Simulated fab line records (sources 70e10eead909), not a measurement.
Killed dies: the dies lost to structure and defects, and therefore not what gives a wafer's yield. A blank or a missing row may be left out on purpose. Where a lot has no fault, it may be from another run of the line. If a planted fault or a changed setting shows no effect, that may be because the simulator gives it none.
What tool caused it? ; flow nand harc ; 6 lots with 18 wafers sampled at 5 steps, on a route of 1302 steps

## WHAT THE GAUGES READ, wafer by wafer
NHARC_END_SORT_01.
lot;measured;on;defect limited yield (%)
L326;day 28 17:42;prober-01;0 0 0

## TOOL THAT RAN EACH LOT (tool first, then ch and the chambers of the sampled wafers, then the start)
lot;NHARC_A_M0_DEP_32;NHARC_A_M1_ETCH_15;NHARC_A_M1_PRE_CLEAN_30;NHARC_A_M1_ANNEAL_31
L320;pecvd-01 ch 0,1, day 24 13:04;rie diel-02 ch 0,1,3, day 24 14:34;pvd sputter-03, day 24 16:14 or earlier;rtp anneal-02 ch 0, day 24 16:14
L322;pecvd-04 ch 1,2, day 25 12:26;rie diel-02 ch 0,3, day 25 14:04;pvd sputter-03, day 25 15:39 or earlier;rtp anneal-02 ch 0, day 25 15:39
L324;pecvd-01 ch 0,1,2, day 25 20:13;rie diel-13 ch 1,2,3, day 25 21:40;pvd sputter-01, day 25 23:16 or earlier;rtp anneal-01 ch 0, day 25 23:16
L326;pecvd-04 ch 1,2, day 27 04:23;rie diel-02 ch 0,1, day 27 05:57;pvd sputter-02, day 27 07:40 or earlier;rtp anneal-02 ch 0, day 27 07:40
L338;pecvd-01 ch 1,2, day 31 21:46;rie diel-13 ch 1,2, day 31 23:12;pvd sputter-02, day 32 00:58 or earlier;rtp anneal-01 ch 0, day 32 00:58
L339;pecvd-02 ch 0,1,2, day 32 19:19;rie diel-06 ch 0,2, day 32 20:53;pvd sputter-02, day 32 22:40 or earlier;rtp anneal-02 ch 0, day 32 22:40
- NHARC_A_M0_DEP_32: deposits SiCN, target thk 30 nm.
- NHARC_A_M1_ETCH_15: etches the open film in C4F8/Ar, target depth 182.5 nm, time 91.2 s.
- NHARC_A_M1_PRE_CLEAN_30: time 30 s.
- NHARC_A_M1_ANNEAL_31: time 90 s.

## THE ANSWER, worked out from the rows above alone
Rule: the lots themselves supply what counts as usual. Put in order of their means at a reading, lots are off if they are a third of the lots or fewer, leave a main group of 4 or more, and stand apart from it by a gap of 3 or more times the standard deviation of the main group's means; of several such gaps the widest counts. A main group whose means are all the same, to the digits that the tables above print for the reading, isn't used. Also off: a lot with no number at a reading for which 4 or more lots have one. Any other lot the step has rows for is counted as sound.
No lot is off on any of the readings shown, so nothing can be concluded from this.

## WHAT THE SIMULATOR HAD INSERTED
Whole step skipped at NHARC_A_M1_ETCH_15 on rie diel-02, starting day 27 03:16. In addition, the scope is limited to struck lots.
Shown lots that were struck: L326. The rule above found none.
